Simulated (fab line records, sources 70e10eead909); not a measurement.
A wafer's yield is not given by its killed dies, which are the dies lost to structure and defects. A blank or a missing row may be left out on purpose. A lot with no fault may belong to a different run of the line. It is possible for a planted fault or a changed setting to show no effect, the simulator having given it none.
Chamber matching / flow nand harc / cmp-04 running NHARC_A_BONDPAD_CMP_19: 4 sister chambers
The step polishes, t overpolish 30 s, cu recess touch 16 s, target thk 169.82 nm. 8 wafers are shown with their chamber, then 8 later ones without.

## EACH WAFER AND ITS CHAMBER
wafer=L436.6; chamber=3; motor current A (A)=11.8; overpolish run s (s)=30.005
wafer=L433.6; chamber=0; motor current A (A)=11.6; overpolish run s (s)=30.008
wafer=L437.1; chamber=0; motor current A (A)=11.8; overpolish run s (s)=29.989
wafer=L437.4; chamber=3; motor current A (A)=12.2; overpolish run s (s)=29.984
wafer=L437.5; chamber=1; motor current A (A)=12.3; overpolish run s (s)=29.992
wafer=L439.5; chamber=2; motor current A (A)=11.8; overpolish run s (s)=29.988
wafer=L439.6; chamber=1; motor current A (A)=13.0; overpolish run s (s)=30.004
wafer=L440.1; chamber=2; motor current A (A)=12.1; overpolish run s (s)=30.008

## WAFERS WITHOUT THEIR CHAMBER
wafer=L440.2; motor current A (A)=11.7; overpolish run s (s)=29.989
wafer=L440.5; motor current A (A)=11.4; overpolish run s (s)=29.996
wafer=L454.1; motor current A (A)=12.0; overpolish run s (s)=30.006
wafer=L454.3; motor current A (A)=12.9; overpolish run s (s)=30.011
wafer=L454.4; motor current A (A)=11.9; overpolish run s (s)=29.990
wafer=L455.1; motor current A (A)=11.5; overpolish run s (s)=29.998
wafer=L455.3; motor current A (A)=13.1; overpolish run s (s)=30.013
wafer=L455.5; motor current A (A)=12.2; overpolish run s (s)=29.990

## EACH ONE'S CHAMBER
wafer=L440.2; from the rows above=can't be placed: 0 or 3 or 2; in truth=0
wafer=L440.5; from the rows above=can't be placed: 0 or 2 or 3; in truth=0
wafer=L454.1; from the rows above=can't be placed: 2 or 3 or 0 or 1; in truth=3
wafer=L454.3; from the rows above=can't be placed: 1 or 3 or 2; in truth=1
wafer=L454.4; from the rows above=can't be placed: 3 or 2 or 0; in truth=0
wafer=L455.1; from the rows above=can't be placed: 0 or 2 or 3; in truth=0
wafer=L455.3; from the rows above=can't be placed: 1 or 3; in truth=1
wafer=L455.5; from the rows above=can't be placed: 3 or 2 or 1 or 0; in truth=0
Correctly placed: 0 of 8. From these rows, 8 cannot be placed; in 8 the true chamber is one of the candidates. Number placed wrongly: 0.
How it was worked out, from the rows above alone: a wafer's distance from a chamber is the root of the sum, over the readings, of the square of ((its reading less the chamber's mean) divided by the reading's scatter). If the next closest chamber is less than 2 further off than the closest, the wafer can't be placed; otherwise it belongs to the closest. For every chamber, the mean is computed from those of its wafers that are shown. The scatter is the square root of a quotient: the sum, over the shown wafers, of each reading's squared deviation from its chamber's mean, divided by wafers minus chambers.
